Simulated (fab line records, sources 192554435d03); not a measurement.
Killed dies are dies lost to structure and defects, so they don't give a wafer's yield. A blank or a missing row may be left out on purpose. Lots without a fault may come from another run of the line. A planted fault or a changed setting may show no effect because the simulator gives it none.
Problem report in the 8D (eight disciplines) form, filled by code | flow n5_finfet | the parts of the form that need people (team, actions taken, sign-off) are left out

1. THE PROBLEM
strip_time_to_endpoint_s at N5_BEOL_M12_STRIP_64 reads a mean of 65.21 s on 6 wafers of 2 lots; wafers without a fault read 31.32 s with a standard deviation of 0.076. That is +99 or more standard deviations from the usual mean.
The step: strips in N2/H2.
First seen on wafer L346.4, day 12 07:28, on plasma_asher-01. The record holds 33 wafers of 11 lots with a number at this step. Rule for "out", or "out of limits": more than 4 standard deviations from the usual mean. The other wafers with a number count as sound.

2. WHAT IT IS AND WHAT IT IS NOT
question                    | is                                       | is not
which readings at this step | strip_time_to_endpoint_s, oes_product_au | drypump_motor_current_A, heater_power_w
which lots                  | L346, L349                               | L342, L343, L344, L350, L358, L360, L362, L363, L364
which wafers of those lots  | all that have a number                   | -
read on which tools         | plasma_asher-01                          | plasma_asher-02
when                        | from day 12 07:28                        | up to then (9 sound wafers); but 18 sound wafers of L350, L358, L360, L362, L363, L364 came after

3. SUSPECTS, AND WHAT RULES EACH OUT
Counting: a tool at a process step up to the reading stays a suspect if it ran every lot that is out and no sound lot after the first of them.
- plasma_asher-01 at N5_BEOL_M12_STRIP_63 (strips in N2/H2): ruled out as a lasting fault. Sound lots L350, L358, L362, L363 ran on it after its first lot that is out, L346 (day 12 07:25).
- plasma_asher-01 at N5_BEOL_M12_STRIP_64 (strips in N2/H2): ruled out as a lasting fault. Sound lots L350, L358, L362, L363 ran on it after its first lot that is out, L346 (day 12 07:28).
Left after counting: nothing in the record.

4. THE CAUSE (what the simulator had put in)
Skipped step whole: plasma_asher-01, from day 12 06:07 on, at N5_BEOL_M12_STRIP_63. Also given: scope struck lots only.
Counting ruled it out, wrongly.

5. THE CHAIN OF EFFECTS, in route order
Each row: a reading whose mean over the struck wafers that have a number lies more than 3 standard deviations from the usual. Only readings for which the record gives a usual standard deviation are gone through. hours: the time from each lot's start at the first step in this table that gives one to its start at this step, as a median over the lots. sigmas: the change in usual standard deviations.
hours | step                 | reading                  | usual      | on struck wafers | change | sigmas
0     | N5_BEOL_M12_STRIP_64 | oes_product_au           | 0.715 a.u. | 0.805            | +0.090 | +20
0     | N5_BEOL_M12_STRIP_64 | strip_time_to_endpoint_s | 31.32 s    | 65.21            | +33.89 | +99 or more
The process steps in it:
- N5_BEOL_M12_STRIP_64: strips in N2/H2.
Readings that are blank on the struck wafers while sound wafers have them: chamber_pressure_mTorr at N5_BEOL_M12_STRIP_63; drypump_motor_current_A at N5_BEOL_M12_STRIP_63; heater_power_w at N5_BEOL_M12_STRIP_63; oes_product_au at N5_BEOL_M12_STRIP_63; strip_time_to_endpoint_s at N5_BEOL_M12_STRIP_63.
Later measuring or inspecting steps at which every struck wafer that the step has a row for has a number for every such reading, and none has moved that far: N5_BEOL_M12_CD_MEAS_17, N5_BEOL_M12_OVL_MEAS_29.

6. WHAT WOULD HAVE CAUGHT IT SOONER
In this record the first reading out of limits was taken at day 12 07:28, 1 hour after the fault began at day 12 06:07.
At N5_BEOL_M12_STRIP_63 the tool's readings are blank on the struck wafers, where sound wafers have them: an empty tool record is the first sign, and it was there at once.
